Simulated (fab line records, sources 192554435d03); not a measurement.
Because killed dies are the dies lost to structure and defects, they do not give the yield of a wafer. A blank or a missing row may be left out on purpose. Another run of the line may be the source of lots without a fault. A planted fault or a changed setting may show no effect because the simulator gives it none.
Chamber matching | flow n5 finfet | rie diel-01 running N5_BEOL_M9_VIA_ETCH_34: 4 sister chambers
The step etches SiCOH lowk in C4F6/O2, target depth 182.4 nm, time 68.4 s. 8 wafers are shown with their chamber, then 7 later ones without.

## EACH WAFER AND ITS CHAMBER
wafer  | chamber | drypump motor current A (A) | throttle valve pct (%)
L079.3 | 1       | 6.5                         | 20.85
L079.6 | 1       | 6.4                         | 20.85
L080.4 | 0       | 5.4                         | 21.19
L084.1 | 3       | 5.9                         | 20.78
L084.3 | 2       | 5.6                         | 20.74
L084.6 | 2       | 5.6                         | 20.74
L085.3 | 0       | 5.4                         | 21.20
L085.4 | 3       | 5.9                         | 20.79

## WAFERS WITHOUT THEIR CHAMBER
wafer  | drypump motor current A (A) | throttle valve pct (%)
L085.6 | 5.4                         | 21.22
L086.1 | 5.9                         | 20.80
L086.4 | 5.4                         | 21.21
L086.5 | 5.9                         | 20.80
L092.2 | 5.4                         | 21.23
L092.4 | 5.9                         | 20.82
L092.6 | 5.4                         | 21.23

## WHICH CHAMBER EACH ONE RAN IN
wafer  | from the rows above | in truth
L085.6 | 0                   | 0
L086.1 | 3                   | 3
L086.4 | 0                   | 0
L086.5 | 3                   | 3
L092.2 | 0                   | 0
L092.4 | 3                   | 3
L092.6 | 0                   | 0
Placed correctly: 7 of 7. Can't be placed from these rows: 0. Wrongly placed: 0.
How it was worked out, from the rows above alone: a wafer's distance from a chamber is the root of the sum, over the readings, of the square of ((its reading less the chamber's mean) divided by the reading's scatter). If the next closest chamber is less than 2 further off than the closest, the wafer can't be placed; otherwise it belongs to the closest. The mean given for a chamber averages the wafers shown for that chamber. The scatter is the square root of a quotient: the sum, over the shown wafers, of each reading's squared deviation from its chamber's mean, divided by wafers minus chambers.
